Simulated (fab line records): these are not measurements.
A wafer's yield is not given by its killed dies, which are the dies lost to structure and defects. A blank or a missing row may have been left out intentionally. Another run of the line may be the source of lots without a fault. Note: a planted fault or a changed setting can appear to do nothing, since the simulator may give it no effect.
Matching of chambers / flow nand harc / 4 sister chambers for NHARC_P_GATE_DESCUM_48 on rie diel-03
The step chemistry O2, time 3 s. 18 wafers are shown with their chamber, then 9 later ones without.

== WAFERS WITH THEIR CHAMBER ==
wafer=L081.1; chamber=2; showerhead plenum p Torr (Torr)=1.82; drypump motor current A (A)=5.6; rf vpp V (V)=57.6
wafer=L081.3; chamber=0; showerhead plenum p Torr (Torr)=1.95; drypump motor current A (A)=6.6; rf vpp V (V)=57.7
wafer=L081.5; chamber=2; showerhead plenum p Torr (Torr)=1.82; drypump motor current A (A)=5.6; rf vpp V (V)=59.1
wafer=L082.2; chamber=3; showerhead plenum p Torr (Torr)=1.84; drypump motor current A (A)=5.8; rf vpp V (V)=57.2
wafer=L082.4; chamber=1; showerhead plenum p Torr (Torr)=1.97; drypump motor current A (A)=6.0; rf vpp V (V)=57.1
wafer=L082.5; chamber=3; showerhead plenum p Torr (Torr)=1.84; drypump motor current A (A)=5.8; rf vpp V (V)=58.0
wafer=L088.1; chamber=2; showerhead plenum p Torr (Torr)=1.82; drypump motor current A (A)=5.6; rf vpp V (V)=57.5
wafer=L088.4; chamber=0; showerhead plenum p Torr (Torr)=1.95; drypump motor current A (A)=6.6; rf vpp V (V)=59.3
wafer=L088.6; chamber=2; showerhead plenum p Torr (Torr)=1.82; drypump motor current A (A)=5.6; rf vpp V (V)=57.2
wafer=L090.3; chamber=3; showerhead plenum p Torr (Torr)=1.83; drypump motor current A (A)=5.8; rf vpp V (V)=57.6
wafer=L090.4; chamber=1; showerhead plenum p Torr (Torr)=1.97; drypump motor current A (A)=6.1; rf vpp V (V)=57.9
wafer=L090.5; chamber=2; showerhead plenum p Torr (Torr)=1.82; drypump motor current A (A)=5.6; rf vpp V (V)=56.1
wafer=L091.3; chamber=3; showerhead plenum p Torr (Torr)=1.83; drypump motor current A (A)=5.8; rf vpp V (V)=58.7
wafer=L091.4; chamber=0; showerhead plenum p Torr (Torr)=1.95; drypump motor current A (A)=6.6; rf vpp V (V)=57.0
wafer=L091.5; chamber=1; showerhead plenum p Torr (Torr)=1.97; drypump motor current A (A)=6.0; rf vpp V (V)=58.5
wafer=L093.2; chamber=1; showerhead plenum p Torr (Torr)=1.97; drypump motor current A (A)=6.1; rf vpp V (V)=59.7
wafer=L093.3; chamber=3; showerhead plenum p Torr (Torr)=1.83; drypump motor current A (A)=5.7; rf vpp V (V)=56.0
wafer=L093.6; chamber=0; showerhead plenum p Torr (Torr)=1.95; drypump motor current A (A)=6.6; rf vpp V (V)=59.1

SIGNATURES (averages over the wafers above)
reading=showerhead plenum p Torr; chamber 0=1.9500; chamber 1=1.9700; chamber 2=1.8200; chamber 3=1.8340; scatter within a chamber=0.00293
reading=drypump motor current A; chamber 0=6.600; chamber 1=6.050; chamber 2=5.600; chamber 3=5.780; scatter within a chamber=0.0359
reading=rf vpp V; chamber 0=58.275; chamber 1=58.300; chamber 2=57.500; chamber 3=57.500; scatter within a chamber=1.07
Rule: a wafer lies at a distance from a chamber equal to the root of the sum of squares, over the readings, of (its reading less the chamber's mean, divided by the reading's scatter). If the next closest chamber is less than 2 further off than the closest, the wafer can't be placed; otherwise it belongs to the closest. The scatter is the square root of a quotient: the sum, over the shown wafers, of each reading's squared deviation from its chamber's mean, divided by wafers minus chambers.

== WAFERS MISSING THEIR CHAMBER ==
wafer=L096.1; showerhead plenum p Torr (Torr)=1.83; drypump motor current A (A)=5.7; rf vpp V (V)=57.5
wafer=L096.2; showerhead plenum p Torr (Torr)=1.82; drypump motor current A (A)=5.6; rf vpp V (V)=56.1
wafer=L096.4; showerhead plenum p Torr (Torr)=1.97; drypump motor current A (A)=6.0; rf vpp V (V)=56.8
wafer=L096.3; showerhead plenum p Torr (Torr)=1.95; drypump motor current A (A)=6.6; rf vpp V (V)=57.6
wafer=L096.5; showerhead plenum p Torr (Torr)=1.82; drypump motor current A (A)=5.6; rf vpp V (V)=57.7
wafer=L096.6; showerhead plenum p Torr (Torr)=1.83; drypump motor current A (A)=5.8; rf vpp V (V)=58.5
wafer=L095.2; showerhead plenum p Torr (Torr)=1.95; drypump motor current A (A)=6.6; rf vpp V (V)=58.1
wafer=L095.3; showerhead plenum p Torr (Torr)=1.83; drypump motor current A (A)=5.8; rf vpp V (V)=56.6
wafer=L095.5; showerhead plenum p Torr (Torr)=1.83; drypump motor current A (A)=5.8; rf vpp V (V)=57.9

== THE CHAMBER EACH PASSED THROUGH ==
wafer=L096.1; from the rows above=can't be placed: 3 or 2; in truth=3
wafer=L096.2; from the rows above=2; in truth=2
wafer=L096.4; from the rows above=1; in truth=1
wafer=L096.3; from the rows above=0; in truth=0
wafer=L096.5; from the rows above=2; in truth=2
wafer=L096.6; from the rows above=3; in truth=3
wafer=L095.2; from the rows above=0; in truth=0
wafer=L095.3; from the rows above=3; in truth=3
wafer=L095.5; from the rows above=3; in truth=3
8 of 9 placed correctly. Not placeable from these rows: 1 (in 1, the candidates include the true chamber). Placed wrongly: 0.
